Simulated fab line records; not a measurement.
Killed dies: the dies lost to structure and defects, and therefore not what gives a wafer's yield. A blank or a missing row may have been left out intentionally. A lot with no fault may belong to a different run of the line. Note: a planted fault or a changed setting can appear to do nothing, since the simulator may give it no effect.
fab line records	flow nand-harc
record: lots: 12	wafers: 36	last-day: 24
route steps=1159 shown A_STAIRCASE@561 END@1159
lots that met no fault: taken from a fault-free run of the same line
start-h: hours from the record's opening day to when the first of the lot's shown wafers began	wait-h: hours elapsed since this lot's preceding step	" same as the row above	L1.1+2: several wafers, shown together as one row	- either no value or no given start	* or withheld: withheld	< > ~ a bound
route shown NAME@n: NAME is a module with steps in the file, n the number in the route of the first one	usual: the fault-free wafers' mean and standard deviation	same: alike in all rows	chamber/n: place in a boat	sites: per-site readings	_std_site: how widely they spread, as a standard deviation	_edge_site: inner sites' mean taken away from outer sites' mean	radius-mm: how far each site lies from the wafer's centre	mask NAME#n: copy n	behind: the most recent tool/chamber to have shaped the wafer	hold: the reason the lot was held/the length of the hold in hours/how it ended	device: the transistor (n, p or np) that didn't switch	end of line: the same wafers' tests at the end of the route	where a step has no rows: the recipe by itself	killed: the dies lost at the first sort to structure and to defects; this is not the yield of the wafer	map: the dies of a wafer, with x for killed, . for not killed, _ for no die there
set.NAME: the setting the step ran with; set.NAME@STEP: the setting that earlier step ran with	model.NAME: the simulator's own value behind a step, which no gauge read
the route's steps for a sample of lots (tables are steps, rows are wafers)
services: when a tool's chamber went out of use (start-h, in hours from the record's first day, below 0 if earlier), for how many hours, and the reason
== steps ==
step: NHARC_A_STAIRCASE_TRIM_24
recipe: time-s: 211.2	o2-flow-sccm: 500	ar-flow-sccm: 0	bias-w: 0	chemistry: O2
usual: chamber-pressure-mTorr: 60.00/0.05	drypump-motor-current-A: 5.7/0.45	oes-product-au: 0.996/0.014	rf-vpp-V: 57.8/0.84	showerhead-plenum-p-Torr: 3.50/0.17	throttle-valve-pct: 17.036/0.0097
lot.wafer	tool	chamber	start-h	wait-h	chamber-pressure-mTorr	drypump-motor-current-A	oes-product-au	rf-hours-counter-h	rf-vpp-V	showerhead-plenum-p-Torr	throttle-valve-pct
L508.2	rie-diel-02	3	-	-	60.05	5.2	1.016	40	57.9	3.34	17.048
L508.3	"	0	"	"	59.94	6.3	0.998	44	59.6	3.30	17.024
L508.1	"	1	"	"	60.02	6.3	1.003	44	57.2	3.38	17.043
L509.2	rie-diel-01	3	-	-	59.90	5.0	0.999	44	59.3	3.34	17.028
L509.6	"	3	"	"	59.98	5.0	0.994	-	57.9	3.34	17.047
L509.5	"	0	"	"	59.91	5.8	0.995	-	57.3	3.62	17.033
L512.2	rie-diel-01	2	-	-	59.93	6.2	1.001	50	58.4	3.59	17.022
L512.3	"	0	"	"	59.92	5.8	0.998	48	59.4	3.62	17.029
L512.6	"	2	"	"	60.08	6.2	1.012	-	58.2	3.59	17.051
L510.4	rie-diel-02	1	-	-	60.00	6.2	0.997	50	59.2	3.38	17.022
L510.3	"	3	"	"	60.04	5.2	1.003	46	57.6	3.33	17.038
L510.5	"	1	"	"	59.90	6.3	0.998	-	58.3	3.38	17.013
L515.3	rie-diel-04	0	-	-	60.05	5.0	0.991	4	58.1	3.70	17.043
L515.1	"	3	"	"	59.95	5.6	0.975	3	57.8	3.56	17.046
L515.6	"	1	"	"	59.97	6.0	1.007	-	57.6	3.57	17.024
L514.3	rie-diel-02	3	-	-	59.97	5.2	1.005	56	57.3	3.33	17.032
L514.6	"	1	"	"	59.98	6.3	0.975	-	57.2	3.37	17.025
L514.5	"	3	"	"	60.00	5.2	1.007	-	57.9	3.33	17.049
L519.2	rie-diel-04	3	-	-	60.00	5.6	0.970	12	57.7	3.56	17.032
L519.4	"	0	"	"	59.97	5.0	0.987	14	59.0	3.69	17.051
L519.6	"	2	"	"	60.02	5.4	0.999	-	58.4	3.46	17.022
L522.1	rie-diel-02	1	-	-	60.01	6.2	1.000	5	57.0	3.36	17.038
L522.2	"	2	"	"	59.97	5.8	1.005	4	58.8	3.81	17.035
L522.6	"	1	"	"	60.07	6.2	1.002	-	57.5	3.36	17.023
L521.2	rie-diel-01	1	-	-	59.96	5.3	0.990	11	58.6	3.77	17.036
L521.3	"	2	"	"	59.99	6.2	1.003	7	57.1	3.58	17.051
L521.5	"	0	"	"	60.07	5.8	0.997	-	58.0	3.61	17.032
L523.4	rie-diel-04	1	-	-	59.90	6.0	1.020	29	58.7	3.56	17.025
L523.5	"	3	"	"	59.99	5.6	0.980	-	57.3	3.55	17.024
L523.6	"	0	"	"	59.98	5.0	0.994	-	57.5	3.68	17.022
L524.2	rie-diel-02	2	-	-	60.01	5.9	0.996	9	57.3	3.80	17.025
L524.3	"	0	"	"	60.06	6.2	1.008	10	57.0	3.29	17.035
L524.6	"	1	"	"	60.02	6.3	1.005	-	57.9	3.36	17.047
L526.3	rie-diel-02	1	-	-	59.90	6.3	1.000	13	56.9	3.36	17.036
L526.4	"	2	"	"	59.97	5.8	0.992	12	60.1	3.80	17.036
L526.5	"	0	"	"	60.03	6.2	0.995	-	56.7	3.28	17.034
step: NHARC_A_STAIRCASE_ETCH_27
recipe: target-depth-a: 1000	time-s: 40.5	ion-energy-ev: 400	c4f8-flow-sccm: 20	o2-flow-sccm: 10	ar-flow-sccm: withheld	rf-w: 600	bias-w: 1000	chemistry: C4F8/O2
usual: chamber-pressure-mTorr: 24.999/0.026	oes-product-au: 0.944/0.019	rf-vpp-V: 895/6.3	run-length-s: 61.8/0.43
lot.wafer	tool	chamber	start-h	wait-h	chamber-pressure-mTorr	oes-product-au	rf-hours-counter-h	rf-vpp-V	run-length-s
L508.2	rie-diel-02	3	-	-	24.996	0.963	40	888	61.8
L508.1	"	0	"	"	25.010	0.932	44	887	61.2
L508.3	"	1	"	"	25.013	0.942	44	890	61.9
L509.2	rie-diel-01	1	-	-	25.035	0.969	44	905	62.4
L509.6	"	1	"	"	24.987	0.969	-	905	61.9
L509.5	"	2	"	"	25.004	0.953	-	898	62.6
L510.4	rie-diel-02	0	-	-	25.042	0.926	50	888	61.3
L510.3	"	1	"	"	25.026	0.932	50	890	62.2
L510.5	"	3	"	"	24.977	0.949	-	888	62.2
L512.2	rie-diel-01	2	-	-	25.051	0.950	51	896	62.8
L512.3	"	0	"	"	25.006	0.950	48	898	61.8
L512.6	"	2	"	"	24.945	0.959	-	899	62.4
L515.3	rie-diel-04	2	-	-	24.990	0.952	5	894	61.7
L515.1	"	3	"	"	24.999	0.914	3	898	61.5
L515.6	"	0	"	"	24.986	0.930	-	902	62.5
L514.3	rie-diel-02	3	-	-	25.014	0.955	56	889	61.8
L514.6	"	2	"	"	24.933	0.913	-	887	61.5
L514.5	"	3	"	"	24.993	0.947	-	889	62.0
L519.2	rie-diel-04	0	-	-	24.963	0.921	14	902	62.5
L519.4	"	1	"	"	25.000	0.935	17	898	61.6
L519.6	"	0	"	"	25.007	0.925	-	903	62.6
L522.2	rie-diel-02	3	-	-	24.988	0.969	4	887	62.2
L522.1	"	1	"	"	25.023	0.947	5	888	62.1
L522.6	"	0	"	"	24.997	0.935	-	888	61.3
L521.2	rie-diel-02	2	349.36	-	24.958	0.990	4	906	62.2
L521.3	"	0	"	"	25.041	1.005	5	887	61.4
L521.5	"	2	"	"	25.015	0.989	-	905	61.8
L523.4	rie-diel-04	3	-	-	25.040	0.952	26	897	61.3
L523.6	"	3	"	"	24.961	0.939	-	896	61.3
L523.5	"	0	"	"	24.995	0.954	-	902	62.5
L524.3	rie-diel-02	0	-	-	24.985	0.933	10	886	61.5
L524.2	"	1	"	"	24.981	0.943	10	890	62.5
L524.6	"	2	"	"	25.026	0.928	-	906	61.5
L526.4	rie-diel-02	1	-	-	24.976	0.949	14	889	61.8
L526.3	"	0	"	"	24.991	0.943	14	887	61.2
L526.5	"	1	"	"	24.994	0.955	-	890	62.0
step: NHARC_A_STAIRCASE_ETCH_190
recipe: target-depth-a: 1000	time-s: 40.5	ion-energy-ev: 400	c4f8-flow-sccm: 20	o2-flow-sccm: 10	ar-flow-sccm: withheld	rf-w: 600	bias-w: 1000	chemistry: C4F8/O2
usual: chamber-pressure-mTorr: 24.999/0.023	oes-product-au: 0.939/0.015	rf-vpp-V: 895/6.4	run-length-s: 61.9/0.42
lot.wafer	tool	chamber	start-h	wait-h	chamber-pressure-mTorr	oes-product-au	rf-hours-counter-h	rf-vpp-V	run-length-s
L508.1	rie-diel-02	0	277.98	-	25.012	0.922	46	888	61.4
L508.3	"	1	"	"	24.992	0.940	45	891	62.1
L508.2	"	2	"	"	25.029	0.926	42	885	61.3
L509.2	rie-diel-02	0	278.32	-	25.018	0.927	46	888	61.1
L509.5	"	1	"	"	24.969	0.931	-	891	62.0
L509.6	"	2	"	"	24.993	0.912	-	886	61.5
L510.3	rie-diel-01	2	294.48	-	24.987	0.950	51	899	62.3
L510.4	"	3	"	"	25.048	0.919	51	890	62.1
L510.5	"	2	"	"	24.989	0.952	-	899	62.8
L512.2	rie-diel-01	1	294.73	-	24.981	0.922	51	905	62.0
L512.3	"	3	"	"	24.991	0.910	51	889	62.4
L512.6	"	1	"	"	25.015	0.931	-	904	62.0
L515.1	rie-diel-04	2	317.72	-	25.027	0.948	6	894	61.5
L515.3	"	3	"	"	24.975	0.921	5	897	61.2
L515.6	"	1	"	"	25.035	0.942	-	899	61.6
L514.3	rie-diel-02	2	317.74	-	25.023	0.916	58	886	61.4
L514.6	"	1	"	"	24.985	0.917	-	891	61.8
L514.5	"	2	"	"	24.986	0.925	-	885	62.0
L519.4	rie-diel-04	2	336.03	-	25.027	0.942	16	892	61.8
L519.2	"	0	"	"	24.995	0.920	15	901	62.6
L519.6	"	1	"	"	24.971	0.946	-	897	61.4
L522.2	rie-diel-01	0	351.10	-	25.032	0.933	12	898	50.0
L522.1	"	1	"	"	25.007	0.932	12	904	49.7
L522.6	"	2	"	"	25.026	0.966	-	899	50.3
L521.3	rie-diel-02	1	353.07	-	24.973	0.963	7	890	61.8
L521.2	"	3	"	"	25.006	0.977	7	888	61.8
L521.5	"	0	"	"	25.013	0.966	-	887	61.5
L523.4	rie-diel-01	2	364.53	-	25.024	0.947	13	898	50.4
L523.5	"	1	"	"	24.993	0.940	-	903	50.3
L523.6	"	2	"	"	24.985	0.952	-	898	50.1
L524.2	rie-diel-02	2	364.93	-	24.988	0.934	9	906	61.4
L524.3	"	0	"	"	25.034	0.938	11	887	61.5
L524.6	"	0	"	"	24.973	0.943	-	886	61.8
L526.4	rie-diel-02	3	375.30	-	24.972	0.968	8	889	61.8
L526.3	"	0	"	"	24.983	0.944	14	888	61.2
L526.5	"	2	"	"	25.003	0.937	-	905	61.3
step: NHARC_A_STAIRCASE_TRIM_191
recipe: time-s: 211.2	o2-flow-sccm: 500	ar-flow-sccm: 0	bias-w: 0	chemistry: O2
usual: chamber-pressure-mTorr: 60.00/0.056	drypump-motor-current-A: 5.7/0.45	oes-product-au: 0.997/0.013	rf-vpp-V: 57.6/0.8	showerhead-plenum-p-Torr: 3.49/0.17	throttle-valve-pct: 17.036/0.0089
lot.wafer	tool	chamber	start-h	wait-h	chamber-pressure-mTorr	drypump-motor-current-A	oes-product-au	rf-hours-counter-h	rf-vpp-V	showerhead-plenum-p-Torr	throttle-valve-pct
L508.2	rie-diel-02	2	-	-	60.00	5.8	0.976	42	56.2	3.27	17.033
L508.3	"	3	"	"	60.12	5.2	1.008	42	57.6	3.33	17.035
L508.1	"	1	"	"	60.01	6.3	0.998	45	57.0	3.38	17.037
L509.2	rie-diel-02	2	-	-	59.91	5.8	0.989	42	57.8	3.27	17.050
L509.6	"	1	"	"	60.05	6.3	1.008	-	56.1	3.38	17.051
L509.5	"	2	"	"	59.99	5.8	0.986	-	57.0	3.27	17.046
L510.4	rie-diel-01	1	-	-	60.09	5.3	1.005	51	58.8	3.78	17.041
L510.3	"	0	"	"	59.90	5.8	0.992	48	57.5	3.62	17.043
L510.5	"	1	"	"	60.09	5.3	1.007	-	58.4	3.78	17.022
L512.3	rie-diel-01	0	-	-	60.00	5.8	0.991	49	56.9	3.62	17.035
L512.2	"	1	"	"	60.01	5.3	1.003	51	59.4	3.78	17.047
L512.6	"	1	"	"	59.92	5.3	1.009	-	58.1	3.78	17.037
L515.1	rie-diel-04	1	-	-	60.12	6.0	1.006	7	56.9	3.57	17.037
L515.3	"	3	"	"	60.00	5.6	0.981	5	56.6	3.56	17.030
L515.6	"	2	"	"	60.03	5.4	1.001	-	57.6	3.46	17.048
L514.3	rie-diel-02	3	-	-	59.98	5.2	1.007	58	57.6	3.33	17.044
L514.6	"	3	"	"	59.98	5.2	1.011	-	58.9	3.33	17.028
L514.5	"	2	"	"	59.99	5.8	0.978	-	55.9	3.26	17.030
L519.2	rie-diel-04	2	-	-	60.06	5.4	1.013	16	57.9	3.46	17.026
L519.4	"	0	"	"	59.91	5.0	0.998	15	59.0	3.69	17.043
L519.6	"	2	"	"	60.02	5.4	0.993	-	57.4	3.46	17.027
L522.2	rie-diel-01	2	-	-	59.86	6.1	1.000	8	57.7	3.58	17.046
L522.1	"	3	"	"	59.95	5.0	0.990	12	57.3	3.33	17.037
L522.6	"	2	"	"	60.00	6.2	1.006	-	58.1	3.58	17.040
L521.2	rie-diel-02	2	-	-	60.03	5.8	0.985	6	57.4	3.80	17.039
L521.3	"	0	"	"	60.00	6.3	0.998	8	57.1	3.29	17.041
L521.5	"	1	"	"	60.04	6.3	1.004	-	56.8	3.36	17.055
L523.4	rie-diel-01	1	-	-	60.02	5.3	0.999	15	58.2	3.76	17.043
L523.5	"	0	"	"	60.02	5.8	0.998	-	56.7	3.60	17.031
L523.6	"	1	"	"	59.91	5.3	1.004	-	58.4	3.76	17.048
L524.3	rie-diel-02	1	-	-	59.98	6.3	1.000	10	57.3	3.36	17.023
L524.2	"	2	"	"	60.00	5.8	0.983	9	57.5	3.80	17.028
L524.6	"	0	"	"	59.82	6.3	0.989	-	56.8	3.29	17.051
L526.3	rie-diel-02	2	-	-	59.91	5.8	0.988	13	59.1	3.80	17.033
L526.4	"	1	"	"	60.15	6.3	0.993	14	57.7	3.36	17.050
L526.5	"	3	"	"	60.01	5.2	1.017	-	57.7	3.32	17.027
step: NHARC_END_SORT_01
recipe: temp-c: 25
usual: killed-at-array: 31/11	killed-at-other: 0.5/0.78	killed-at-periphery: 3.0/2	killed-dies: 34/12	killed-open: 3.2/2	killed-short: 1.9/1.6
same: gross-dies: 677
lot.wafer	tool	chamber	start-h	wait-h	killed-at-array	killed-at-other	killed-at-periphery	killed-dies	killed-open	killed-short
L508.1	prober-02	0	481.46	2.5	24	1	3	28	2	3
L508.2	prober-02	0	482.26	2.8	23	2	1	26	2	1
L508.3	prober-02	0	483.06	3.1	32	1	4	37	7	3
L509.2	prober-01	0	482.39	2.9	32	1	2	35	4	0
L509.5	prober-01	0	484.81	3.7	30	0	3	33	2	0
L509.6	prober-01	0	485.62	4.0	32	0	3	35	5	3
L512.2	prober-02	0	490.05	2.8	20	0	1	21	5	0
L512.3	prober-02	0	490.86	3.1	11	1	1	13	3	1
L512.6	prober-02	0	493.29	4.0	14	0	1	15	0	3
L510.3	prober-01	0	491.09	3.1	28	0	2	30	1	1
L510.4	prober-01	0	491.90	3.5	44	0	2	46	6	1
L510.5	prober-01	0	492.72	3.8	46	3	4	53	4	2
L514.3	prober-02	0	511.67	3.1	41	0	2	43	3	0
L514.5	prober-02	0	513.27	3.7	47	0	3	50	4	6
L514.6	prober-02	0	514.07	4.0	48	0	1	49	3	0
L522.1	prober-01	0	556.49	2.5	663	0	14	677	1	5
L522.2	prober-01	0	557.29	2.8	666	0	11	677	4	1
L522.6	prober-01	0	560.45	4.0	669	0	8	677	3	2
killed by level:class
L508.1 A_SLIT:chamber-film-flake=11 A_ZERO_WELL:chamber-film-flake=4 A_CONTACT:geometric-particle:open=2 A_ONON_D1:geometric-particle:short=1 A_CHANNEL_HOLE_D1:geometric-particle:short=1 A_SGD_CUT:geometric-particle:short=1 P_ZERO_WELL:chamber-film-flake=1 P_STI:chamber-film-flake=1
L508.2 A_SLIT:chamber-film-flake=8 A_CHANNEL_HOLE_D1:chamber-film-flake=4 A_STAIRCASE:chamber-film-flake=4 A_CONTACT:chamber-film-flake=2 THIN_TSV:chamber-film-flake=2 A_CONTACT:geometric-particle:open=1 A_M0:geometric-particle:short=1 A_M0:geometric-particle:open=1
L509.2 A_CHANNEL_HOLE_D1:chamber-film-flake=22 A_STAIRCASE:chamber-film-flake=4 A_SLIT:chamber-film-flake=2 A_BLC:chamber-film-flake=2 P_GATE:geometric-particle:open=1 P_M2:geometric-particle:open=1 A_ONON_D1:geometric-particle:open=1 A_M0:geometric-particle:open=1
L508.3 A_SLIT:chamber-film-flake=15 A_CHANNEL_HOLE_D1:chamber-film-flake=3 A_STAIRCASE:chamber-film-flake=3 P_M0:geometric-particle:open=2 A_STAIRCASE:geometric-particle:open=2 A_ZERO_WELL:chamber-film-flake=2 P_STI:geometric-particle:short=1 A_ONON_D1:geometric-particle:open=1
L509.5 A_CHANNEL_HOLE_D1:chamber-film-flake=20 A_STAIRCASE:chamber-film-flake=4 A_CONTACT:chamber-film-flake=3 A_SLIT:chamber-film-flake=2 P_CONTACT:geometric-particle:open=1 A_M0:geometric-particle:open=1 P_ZERO_WELL:chamber-film-flake=1 P_GATE:chamber-film-flake=1
L509.6 A_CHANNEL_HOLE_D1:chamber-film-flake=14 A_STAIRCASE:chamber-film-flake=5 A_BLC:chamber-film-flake=3 A_CONTACT:chamber-film-flake=2 P_CONTACT:geometric-particle:open=1 A_SGD_CUT:geometric-particle:short=1 A_ONON_D1:geometric-particle:open=1 A_CHANNEL_FILL_D1:geometric-particle:short=1
L512.2 A_ZERO_WELL:chamber-film-flake=5 A_CHANNEL_HOLE_D1:chamber-film-flake=4 A_STAIRCASE:chamber-film-flake=4 A_WL_FILL:geometric-particle:open=3 A_CHANNEL_FILL_D1:chamber-film-flake=3 P_M0:geometric-particle:open=1 A_CHANNEL_HOLE_D1:geometric-particle:open=1
L512.3 A_STAIRCASE:chamber-film-flake=5 A_CONTACT:geometric-particle:open=2 A_CONTACT:chamber-film-flake=2 P_CONTACT:geometric-particle:short=1 A_CHANNEL_FILL_D1:geometric-particle:open=1 A_CHANNEL_HOLE_D1:chamber-film-flake=1 THIN_TSV:chamber-film-flake=1
L510.3 A_CHANNEL_HOLE_D1:chamber-film-flake=12 A_SLIT:chamber-film-flake=10 A_CONTACT:chamber-film-flake=3 P_CONTACT:geometric-particle:short=1 P_M2:geometric-particle:open=1 A_CHANNEL_FILL_D1:chamber-film-flake=1 A_STAIRCASE:chamber-film-flake=1 A_WL_FILL:chamber-film-flake=1
L510.4 A_SLIT:chamber-film-flake=17 A_CHANNEL_HOLE_D1:chamber-film-flake=12 A_STAIRCASE:chamber-film-flake=6 A_WL_FILL:chamber-film-flake=3 A_CONTACT:geometric-particle:open=2 P_M0:geometric-particle:open=1 P_M2:geometric-particle:open=1 A_CHANNEL_FILL_D1:geometric-particle:short=1
L510.5 A_CHANNEL_HOLE_D1:chamber-film-flake=19 A_SLIT:chamber-film-flake=12 A_STAIRCASE:chamber-film-flake=4 A_CONTACT:chamber-film-flake=4 A_CONTACT:geometric-particle:open=2 P_GATE:chamber-film-flake=2 A_WL_FILL:chamber-film-flake=2 THIN_TSV:chamber-film-flake=2
L512.6 A_CHANNEL_HOLE_D1:chamber-film-flake=4 A_CONTACT:chamber-film-flake=3 A_STAIRCASE:chamber-film-flake=3 P_CONTACT:geometric-particle:short=1 A_CHANNEL_FILL_D1:geometric-particle:short=1 A_BLC:geometric-particle:short=1 A_ZERO_WELL:chamber-film-flake=1 A_SLIT:chamber-film-flake=1
L514.3 A_CHANNEL_HOLE_D1:chamber-film-flake=16 A_SLIT:chamber-film-flake=15 A_STAIRCASE:chamber-film-flake=5 A_CONTACT:chamber-film-flake=2 P_M0:geometric-particle:open=1 A_BLC:geometric-particle:open=1 A_M0:geometric-particle:open=1 P_ZERO_WELL:chamber-film-flake=1
L514.5 A_SLIT:chamber-film-flake=13 A_CHANNEL_HOLE_D1:chamber-film-flake=11 A_STAIRCASE:chamber-film-flake=11 P_M0:geometric-particle:open=2 A_CHANNEL_FILL_D1:geometric-particle:open=2 A_M0:geometric-particle:short=2 A_ZERO_WELL:chamber-film-flake=2 A_CONTACT:chamber-film-flake=2
L514.6 A_CHANNEL_HOLE_D1:chamber-film-flake=16 A_SLIT:chamber-film-flake=14 A_STAIRCASE:chamber-film-flake=12 A_CONTACT:chamber-film-flake=3 P_CONTACT:geometric-particle:open=1 A_CHANNEL_FILL_D1:geometric-particle:open=1 A_CONTACT:geometric-particle:open=1 A_CHANNEL_FILL_D1:chamber-film-flake=1
L522.1 A_STAIRCASE:area-etch=648 P_M0:unspecified=12 A_CHANNEL_HOLE_D1:chamber-film-flake=6 A_WL_FILL:geometric-particle:short=2 A_CONTACT:chamber-film-flake=2 P_CONTACT:geometric-particle:short=1 A_CHANNEL_HOLE_D1:geometric-particle:short=1 A_CHANNEL_FILL_D1:geometric-particle:open=1
L522.2 A_STAIRCASE:area-etch=645 P_M0:unspecified=10 A_CHANNEL_HOLE_D1:chamber-film-flake=6 A_SGD_CUT:chamber-film-flake=4 A_CONTACT:chamber-film-flake=3 A_STAIRCASE:chamber-film-flake=2 P_CONTACT:geometric-particle:open=1 A_SOURCE_PLATE:geometric-particle:open=1
L522.6 A_STAIRCASE:area-etch=652 A_CHANNEL_HOLE_D1:chamber-film-flake=10 P_M0:unspecified=6 P_CONTACT:geometric-particle:open=1 A_CHANNEL_FILL_D1:geometric-particle:short=1 A_CHANNEL_FILL_D1:geometric-particle:open=1 A_CONTACT:geometric-particle:open=1 A_CONTACT:geometric-particle:short=1
== services ==
tool	chamber	start-h	hours	kind
rie-diel-02	0	257.81	-	clean
rie-diel-02	1	257.81	-	clean
rie-diel-02	2	257.81	-	clean
rie-diel-02	3	257.81	-	clean
rie-diel-01	2	263.02	6.3	repair
rie-diel-01	3	272.30	2.7	repair
rie-diel-02	0	282.33	-	clean
rie-diel-02	1	282.33	-	clean
rie-diel-02	2	282.33	-	clean
rie-diel-02	3	282.33	-	clean
rie-diel-04	-	288.97	9.0	pm
rie-diel-02	0	307.28	-	clean
rie-diel-02	1	307.28	-	clean
rie-diel-02	2	307.28	-	clean
rie-diel-02	3	307.28	-	clean
rie-diel-02	0	310.33	8.5	repair
rie-diel-01	-	314.81	9.0	pm
rie-diel-01	2	323.83	8.6	repair
rie-diel-02	-	327.70	9.0	pm
rie-diel-02	0	327.70	9.0	vent-cycle
rie-diel-02	1	327.70	9.0	vent-cycle
rie-diel-02	2	327.70	9.0	vent-cycle
rie-diel-02	3	327.70	9.0	vent-cycle
rie-diel-02	3	355.46	16.0	repair
== key ==
first-sign: step: NHARC_A_STAIRCASE_ETCH_190	reading: run-length-s	direction: down	sigmas: 28	usual: *	struck: *
effect: step: NHARC_END_SORT_01	reading: killed-at-array	direction: up	sigmas: 57	usual: 31	struck: 666
more-kills-born-at: NHARC_A_STAIRCASE_ETCH_190@rie-diel-01: 1945
met-at NHARC_A_STAIRCASE_ETCH_190
struck-lots L522,L523
later-rows-left-out L522.1,L522.2,L522.6,L523.4,L523.5,L523.6
sort-left-out L523.4,L523.5,L523.6
tester-left-out L522,L523
not-acting-at NHARC_A_STAIRCASE_TRIM_24,NHARC_A_STAIRCASE_ETCH_27,NHARC_A_STAIRCASE_TRIM_191
onset-between 294.73 351.10
earlier-fault: kind: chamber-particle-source	tool: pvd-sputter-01	chamber: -	onset-h: 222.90	steps: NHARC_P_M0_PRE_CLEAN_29	rate-per-visit-cm2: 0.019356
earlier-fault: kind: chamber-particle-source	tool: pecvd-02	chamber: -	onset-h: 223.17	steps: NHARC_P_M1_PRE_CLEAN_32	rate-per-visit-cm2: 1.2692
fault: kind: process-parameter-drift	tool: rie-diel-01	chamber: -	onset-h: 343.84	steps: NHARC_A_STAIRCASE_ETCH_190	channel: time-s	offset: *	shape: step	acts-in: *	stated: *
tester-left-out: of these lots the tester's yield and bins aren't shown, on N5 and GAA mostly nor the transistor test; their killed dies are dies lost to structure and defects alone, not to doping, threshold or leakage, so they don't give the yield
sort-left-out: the simulated sort isn't trusted on such a fault, so these wafers' sort isn't shown, and their yield isn't known
later-rows-left-out: the simulator's readings of these wafers behind a module that went badly wrong aren't trusted and aren't shown, but for the sort
